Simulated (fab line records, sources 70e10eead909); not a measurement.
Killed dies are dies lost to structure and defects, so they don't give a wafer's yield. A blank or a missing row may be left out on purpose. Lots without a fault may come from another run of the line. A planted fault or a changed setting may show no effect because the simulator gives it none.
Chamber matching | flow nand_harc | NHARC_A_CHANNEL_FILL_D2_CMP_10 on cmp-04: 4 sister chambers
The step polishes, target thk 150 nm. 7 wafers are shown with their chamber, then 8 later ones without.

WAFERS WITH THEIR CHAMBER
wafer  | chamber | time_to_endpoint_s (s) | motor_current_A (A)
L076.1 | 1       | 13.6                   | 12.2
L076.2 | 0       | 18.4                   | 11.8
L080.2 | 2       | 19.0                   | 13.6
L080.4 | 0       | 18.4                   | 11.1
L085.5 | 2       | 15.9                   | 14.0
L085.6 | 3       | 17.1                   | 11.7
L089.4 | 3       | 17.9                   | 12.0

WAFERS WITHOUT THEIR CHAMBER
wafer  | time_to_endpoint_s (s) | motor_current_A (A)
L089.5 | 16.5                   | 11.5
L089.6 | 17.2                   | 12.5
L093.1 | 16.6                   | 11.9
L093.2 | 16.4                   | 11.6
L093.5 | 13.3                   | 11.5
L096.2 | 20.2                   | 14.7
L096.4 | 14.3                   | 11.9
L096.6 | 22.3                   | 12.4

WHICH CHAMBER EACH WENT THROUGH
wafer  | from the rows above               | in truth
L089.5 | can't be placed: 3 or 0 or 1      | 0
L089.6 | can't be placed: 3 or 1 or 0 or 2 | 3
L093.1 | can't be placed: 3 or 0 or 1      | 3
L093.2 | can't be placed: 3 or 0 or 1      | 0
L093.5 | can't be placed: 1 or 3 or 0      | 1
L096.2 | 2                                 | 2
L096.4 | can't be placed: 1 or 3           | 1
L096.6 | can't be placed: 3 or 0 or 2      | 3
Placed correctly: 1 of 8. Can't be placed from these rows: 7 (the true chamber is among the candidates in 7). Placed wrongly: 0.
How it was worked out, from the rows above alone: a wafer's distance from a chamber is the root of the sum, over the readings, of the square of ((its reading less the chamber's mean) divided by the reading's scatter). The wafer belongs to the nearest chamber; if the next one is less than 2 further off, it can't be placed. A chamber's mean is the mean of its shown wafers. The scatter: the root of (the sum of the squares of (reading less its chamber's mean) over the shown wafers, divided by (wafers less chambers)).
